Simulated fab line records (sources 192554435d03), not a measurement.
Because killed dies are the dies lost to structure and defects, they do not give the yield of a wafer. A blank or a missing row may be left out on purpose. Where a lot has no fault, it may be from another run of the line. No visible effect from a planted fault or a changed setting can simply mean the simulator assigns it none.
Matching of chambers :: flow n5Finfet :: N5_SDB_ETCH_17 on rieDiel-06: 4 sister chambers
The step etches SiARC in CF4, target depth 23.4 nm, time 39 s. 18 wafers are shown with their chamber, then 9 later ones without.

== WAFERS WITH THEIR CHAMBER ==
wafer: L077.3
chamber: 0
drypumpMotorCurrentA (A): 5.59
showerheadPlenumPTorr (Torr): 2.27
throttleValvePct (%): 15.54

wafer: L077.5
chamber: 0
drypumpMotorCurrentA (A): 5.61
showerheadPlenumPTorr (Torr): 2.27
throttleValvePct (%): 15.55

wafer: L077.6
chamber: 1
drypumpMotorCurrentA (A): 5.59
showerheadPlenumPTorr (Torr): 2.11
throttleValvePct (%): 15.35

wafer: L080.1
chamber: 0
drypumpMotorCurrentA (A): 5.58
showerheadPlenumPTorr (Torr): 2.27
throttleValvePct (%): 15.57

wafer: L080.2
chamber: 2
drypumpMotorCurrentA (A): 5.76
showerheadPlenumPTorr (Torr): 2.28
throttleValvePct (%): 15.19

wafer: L080.6
chamber: 1
drypumpMotorCurrentA (A): 5.59
showerheadPlenumPTorr (Torr): 2.11
throttleValvePct (%): 15.37

wafer: L082.4
chamber: 1
drypumpMotorCurrentA (A): 5.61
showerheadPlenumPTorr (Torr): 2.11
throttleValvePct (%): 15.37

wafer: L082.5
chamber: 0
drypumpMotorCurrentA (A): 5.59
showerheadPlenumPTorr (Torr): 2.27
throttleValvePct (%): 15.57

wafer: L082.6
chamber: 1
drypumpMotorCurrentA (A): 5.62
showerheadPlenumPTorr (Torr): 2.10
throttleValvePct (%): 15.37

wafer: L089.2
chamber: 2
drypumpMotorCurrentA (A): 5.77
showerheadPlenumPTorr (Torr): 2.28
throttleValvePct (%): 15.22

wafer: L089.4
chamber: 3
drypumpMotorCurrentA (A): 5.25
showerheadPlenumPTorr (Torr): 2.20
throttleValvePct (%): 15.56

wafer: L089.5
chamber: 0
drypumpMotorCurrentA (A): 5.58
showerheadPlenumPTorr (Torr): 2.27
throttleValvePct (%): 15.58

wafer: L090.2
chamber: 0
drypumpMotorCurrentA (A): 5.59
showerheadPlenumPTorr (Torr): 2.27
throttleValvePct (%): 15.58

wafer: L090.3
chamber: 2
drypumpMotorCurrentA (A): 5.76
showerheadPlenumPTorr (Torr): 2.28
throttleValvePct (%): 15.23

wafer: L090.4
chamber: 3
drypumpMotorCurrentA (A): 5.25
showerheadPlenumPTorr (Torr): 2.20
throttleValvePct (%): 15.55

wafer: L093.1
chamber: 2
drypumpMotorCurrentA (A): 5.74
showerheadPlenumPTorr (Torr): 2.27
throttleValvePct (%): 15.24

wafer: L093.2
chamber: 0
drypumpMotorCurrentA (A): 5.58
showerheadPlenumPTorr (Torr): 2.26
throttleValvePct (%): 15.62

wafer: L093.4
chamber: 1
drypumpMotorCurrentA (A): 5.61
showerheadPlenumPTorr (Torr): 2.10
throttleValvePct (%): 15.41

SIGNATURES (averages over the wafers above)
reading: drypumpMotorCurrentA
chamber 0: 5.5886
chamber 1: 5.6040
chamber 2: 5.7575
chamber 3: 5.2500
scatter within a chamber: 0.0116

reading: showerheadPlenumPTorr
chamber 0: 2.2686
chamber 1: 2.1060
chamber 2: 2.2775
chamber 3: 2.2000
scatter within a chamber: 0.00448

reading: throttleValvePct
chamber 0: 15.5729
chamber 1: 15.3740
chamber 2: 15.2200
chamber 3: 15.5550
scatter within a chamber: 0.0229
Rule: distance of a wafer from a chamber = root of the sum over the readings of ((wafer's reading minus chamber's mean) / reading's scatter) squared. The wafer belongs to the nearest chamber; if the next one is less than 2 further off, it can't be placed. The scatter is the square root of a quotient: the sum, over the shown wafers, of each reading's squared deviation from its chamber's mean, divided by wafers minus chambers.

== WAFERS WITH NO CHAMBER GIVEN ==
wafer: L094.1
drypumpMotorCurrentA (A): 5.63
showerheadPlenumPTorr (Torr): 2.10
throttleValvePct (%): 15.43

wafer: L094.2
drypumpMotorCurrentA (A): 5.58
showerheadPlenumPTorr (Torr): 2.26
throttleValvePct (%): 15.63

wafer: L094.3
drypumpMotorCurrentA (A): 5.76
showerheadPlenumPTorr (Torr): 2.27
throttleValvePct (%): 15.23

wafer: L095.1
drypumpMotorCurrentA (A): 5.73
showerheadPlenumPTorr (Torr): 2.27
throttleValvePct (%): 15.24

wafer: L095.4
drypumpMotorCurrentA (A): 5.63
showerheadPlenumPTorr (Torr): 2.10
throttleValvePct (%): 15.42

wafer: L095.5
drypumpMotorCurrentA (A): 5.59
showerheadPlenumPTorr (Torr): 2.26
throttleValvePct (%): 15.63

wafer: L097.1
drypumpMotorCurrentA (A): 5.28
showerheadPlenumPTorr (Torr): 2.20
throttleValvePct (%): 15.07

wafer: L097.5
drypumpMotorCurrentA (A): 5.28
showerheadPlenumPTorr (Torr): 2.20
throttleValvePct (%): 15.06

wafer: L097.6
drypumpMotorCurrentA (A): 5.72
showerheadPlenumPTorr (Torr): 2.27
throttleValvePct (%): 15.25

== WHICH CHAMBER EACH ONE RAN IN ==
wafer: L094.1
from the rows above: 1
in truth: 1

wafer: L094.2
from the rows above: 0
in truth: 0

wafer: L094.3
from the rows above: 2
in truth: 2

wafer: L095.1
from the rows above: 2
in truth: 2

wafer: L095.4
from the rows above: 1
in truth: 1

wafer: L095.5
from the rows above: 0
in truth: 0

wafer: L097.1
from the rows above: 3
in truth: 3

wafer: L097.5
from the rows above: 3
in truth: 3

wafer: L097.6
from the rows above: 2
in truth: 2
Correctly placed: 9 of 9. Number that these rows cannot place: 0. Placed wrongly: 0.
